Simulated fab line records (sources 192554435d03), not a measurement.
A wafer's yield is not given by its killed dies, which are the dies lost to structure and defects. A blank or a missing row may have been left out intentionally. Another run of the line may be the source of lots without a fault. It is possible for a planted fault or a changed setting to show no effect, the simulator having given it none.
Chamber matching || flow n5_finfet || N5_BEOL_M8_ETCH_62 on rie_diel-04 has 4 sister chambers
The step etches SOC in N2/H2, target depth 110 nm, overetch 22 nm, time 165 s. 14 wafers are shown with their chamber, then 7 later ones without.

## WAFERS WITH THEIR CHAMBER
{"wafer": "L733.2", "chamber": 0, "drypump_motor_current_A (A)": 6.7, "oes_product_au (a.u.)": 0.59, "throttle_valve_pct (%)": 17.90}
{"wafer": "L733.3", "chamber": 2, "drypump_motor_current_A (A)": 5.5, "oes_product_au (a.u.)": 0.60, "throttle_valve_pct (%)": 18.07}
{"wafer": "L733.5", "chamber": 2, "drypump_motor_current_A (A)": 5.5, "oes_product_au (a.u.)": 0.60, "throttle_valve_pct (%)": 18.08}
{"wafer": "L736.3", "chamber": 2, "drypump_motor_current_A (A)": 5.5, "oes_product_au (a.u.)": 0.60, "throttle_valve_pct (%)": 18.11}
{"wafer": "L736.4", "chamber": 1, "drypump_motor_current_A (A)": 5.3, "oes_product_au (a.u.)": 0.68, "throttle_valve_pct (%)": 17.86}
{"wafer": "L736.5", "chamber": 0, "drypump_motor_current_A (A)": 6.7, "oes_product_au (a.u.)": 0.59, "throttle_valve_pct (%)": 17.89}
{"wafer": "L737.1", "chamber": 3, "drypump_motor_current_A (A)": 5.8, "oes_product_au (a.u.)": 0.72, "throttle_valve_pct (%)": 17.66}
{"wafer": "L737.3", "chamber": 2, "drypump_motor_current_A (A)": 5.5, "oes_product_au (a.u.)": 0.60, "throttle_valve_pct (%)": 18.08}
{"wafer": "L737.5", "chamber": 1, "drypump_motor_current_A (A)": 5.3, "oes_product_au (a.u.)": 0.68, "throttle_valve_pct (%)": 17.87}
{"wafer": "L739.3", "chamber": 3, "drypump_motor_current_A (A)": 5.9, "oes_product_au (a.u.)": 0.72, "throttle_valve_pct (%)": 17.67}
{"wafer": "L739.5", "chamber": 3, "drypump_motor_current_A (A)": 5.8, "oes_product_au (a.u.)": 0.71, "throttle_valve_pct (%)": 17.66}
{"wafer": "L739.6", "chamber": 2, "drypump_motor_current_A (A)": 5.5, "oes_product_au (a.u.)": 0.60, "throttle_valve_pct (%)": 18.09}
{"wafer": "L740.2", "chamber": 2, "drypump_motor_current_A (A)": 5.5, "oes_product_au (a.u.)": 0.59, "throttle_valve_pct (%)": 18.11}
{"wafer": "L740.4", "chamber": 2, "drypump_motor_current_A (A)": 5.5, "oes_product_au (a.u.)": 0.60, "throttle_valve_pct (%)": 18.10}

SIGNATURES (means of the wafers above)
{"reading": "drypump_motor_current_A", "chamber 0": 6.700, "chamber 1": 5.300, "chamber 2": 5.500, "chamber 3": 5.833, "scatter within a chamber": 0.0258}
{"reading": "oes_product_au", "chamber 0": 0.5900, "chamber 1": 0.6800, "chamber 2": 0.5986, "chamber 3": 0.7167, "scatter within a chamber": 0.0039}
{"reading": "throttle_valve_pct", "chamber 0": 17.8950, "chamber 1": 17.8650, "chamber 2": 18.0914, "chamber 3": 17.6633, "scatter within a chamber": 0.0129}
Rule: for a wafer and a chamber, the distance is found by dividing, reading by reading, the gap between the wafer's reading and the chamber's mean by the reading's scatter, squaring, summing and taking the root. If the next closest chamber is less than 2 further off than the closest, the wafer can't be placed; otherwise it belongs to the closest. How the scatter is found: for the shown wafers, subtract from each reading the mean of its chamber, square and add these, divide the total by (wafers less chambers), then take the root.

## WAFERS WITH NO CHAMBER GIVEN
{"wafer": "L740.6", "drypump_motor_current_A (A)": 5.3, "oes_product_au (a.u.)": 0.67, "throttle_valve_pct (%)": 17.88}
{"wafer": "L744.1", "drypump_motor_current_A (A)": 5.5, "oes_product_au (a.u.)": 0.59, "throttle_valve_pct (%)": 18.13}
{"wafer": "L744.2", "drypump_motor_current_A (A)": 5.9, "oes_product_au (a.u.)": 0.69, "throttle_valve_pct (%)": 17.70}
{"wafer": "L744.6", "drypump_motor_current_A (A)": 6.7, "oes_product_au (a.u.)": 0.78, "throttle_valve_pct (%)": 17.49}
{"wafer": "L753.2", "drypump_motor_current_A (A)": 6.7, "oes_product_au (a.u.)": 0.75, "throttle_valve_pct (%)": 17.51}
{"wafer": "L753.3", "drypump_motor_current_A (A)": 5.5, "oes_product_au (a.u.)": 0.58, "throttle_valve_pct (%)": 18.17}
{"wafer": "L753.4", "drypump_motor_current_A (A)": 5.9, "oes_product_au (a.u.)": 0.69, "throttle_valve_pct (%)": 17.71}

## CHAMBER TAKEN BY EACH
{"wafer": "L740.6", "from the rows above": 1, "in truth": 1}
{"wafer": "L744.1", "from the rows above": 2, "in truth": 2}
{"wafer": "L744.2", "from the rows above": 3, "in truth": 3}
{"wafer": "L744.6", "from the rows above": 3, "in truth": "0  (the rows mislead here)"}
{"wafer": "L753.2", "from the rows above": 3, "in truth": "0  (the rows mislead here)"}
{"wafer": "L753.3", "from the rows above": 2, "in truth": 2}
{"wafer": "L753.4", "from the rows above": 3, "in truth": 3}
Placed correctly: 5 of 7. From these rows, 0 cannot be placed. 2 placed wrongly.
